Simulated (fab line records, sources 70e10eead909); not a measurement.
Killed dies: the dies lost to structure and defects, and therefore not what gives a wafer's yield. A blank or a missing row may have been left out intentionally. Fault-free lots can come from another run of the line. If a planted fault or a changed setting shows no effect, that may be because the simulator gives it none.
Problem report in the 8D (eight disciplines) form, filled by code :: flow nand-harc :: the parts of the form that need people (team, actions taken, sign-off) are left out

## 1. THE ISSUE
Mean of thk-nm at NHARC_A_ONON_D1_THK_MEAS_30: 1495 nm across 6 wafers in 2 lots; on wafers with no fault it is 995 nm (standard deviation 10). That puts it +50 standard deviations away from the usual mean.
The step: measures by ellipsometry.
First seen on wafer L667.1, day 10 20:14, on film-metro-02. Wafers with a number at this step in the record: 36, from 12 lots. The rule behind "out" and "out of limits": a value lying over 4 standard deviations away from the usual mean. All remaining wafers that have a number are taken as sound.

## 2. WHAT THIS IS AND IS NOT
question: which readings at this step
is: thk-nm
is not: -

question: which lots
is: L667, L668
is not: L656, L657, L659, L662, L663, L666, L672, L673, L676, L678

question: which wafers of those lots
is: all that have a number
is not: -

question: read on which gauges
is: film-metro-01, film-metro-02
is not: -

question: when
is: from day 10 20:14
is not: up to then (18 sound wafers); but 12 sound wafers of L672, L673, L676, L678 came after

## 3. THE SUSPECTS, EACH WITH WHAT RULES IT OUT
Counting: a tool stays on the suspect list if, at a process step up to the reading, it processed all lots that are out and no sound lot following the first of them.
- the gauge at NHARC_A_ONON_D1_THK_MEAS_30: ruled out. The wafers that are out were read on 2 gauges (film-metro-01, film-metro-02).
- cmp-03 at NHARC_P_BONDPAD_CMP_19 (polishes, t overpolish 30 s, cu recess touch 16 s, target thk 160.81 nm): ruled out as a lasting fault. The sound lots L672, L676, L678 went through it after L667, its earliest lot that is out (day 9 04:16).
- pecvd-onon-01 at NHARC_A_ONON_D1_DEP_28 (target thk 1000 nm): kept. It processed each lot that is out, first L667 at day 10 19:44, and no sound lot thereafter; up to then, the last sound lot it processed was L666 at day 10 10:32.
Remaining after the count: pecvd-onon-01 at NHARC_A_ONON_D1_DEP_28.

## 4. THE CAUSE (what the simulator had put in)
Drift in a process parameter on pecvd-onon-01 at NHARC_A_ONON_D1_DEP_28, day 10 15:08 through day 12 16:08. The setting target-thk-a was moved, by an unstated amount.
The count eliminated every tool but this one.

## 5. SEQUENCE OF EFFECTS, ordered by route
Each row: a reading where the mean over the struck wafers with a number is more than 3 standard deviations away from the usual. Scope: only readings with a usual standard deviation given in the record; hours: median across lots of the time from each lot's start at the first step in this table that gives one to its start at this step; sigmas: change in usual standard deviations.
hours: 0
step: NHARC_A_ONON_D1_THK_MEAS_30
reading: thk-nm
usual: 995 nm
on struck wafers: 1495
change: +500
sigmas: +50

hours: 272
step: NHARC_END_SORT_01
reading: killed-at-array
usual: 27
on struck wafers: 675
change: +648
sigmas: +74

hours: 272
step: NHARC_END_SORT_01
reading: killed-dies
usual: 31
on struck wafers: 677
change: +646
sigmas: +73

## 6. WHAT WOULD HAVE CAUGHT IT SOONER
In this record the first reading out of limits at a measuring or inspecting step was taken at day 10 20:14, 5 hours after the fault began at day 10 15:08.
No tool reading at NHARC_A_ONON_D1_DEP_28 that has a usual standard deviation in the record was out on any struck wafer, so an alarm limit of 4 standard deviations on those readings would not have fired.
Of the lots that are out (2), L668 began NHARC_A_ONON_D1_DEP_28 on pecvd-onon-01 after day 10 20:14. A hold on the tool at that time would have spared it.
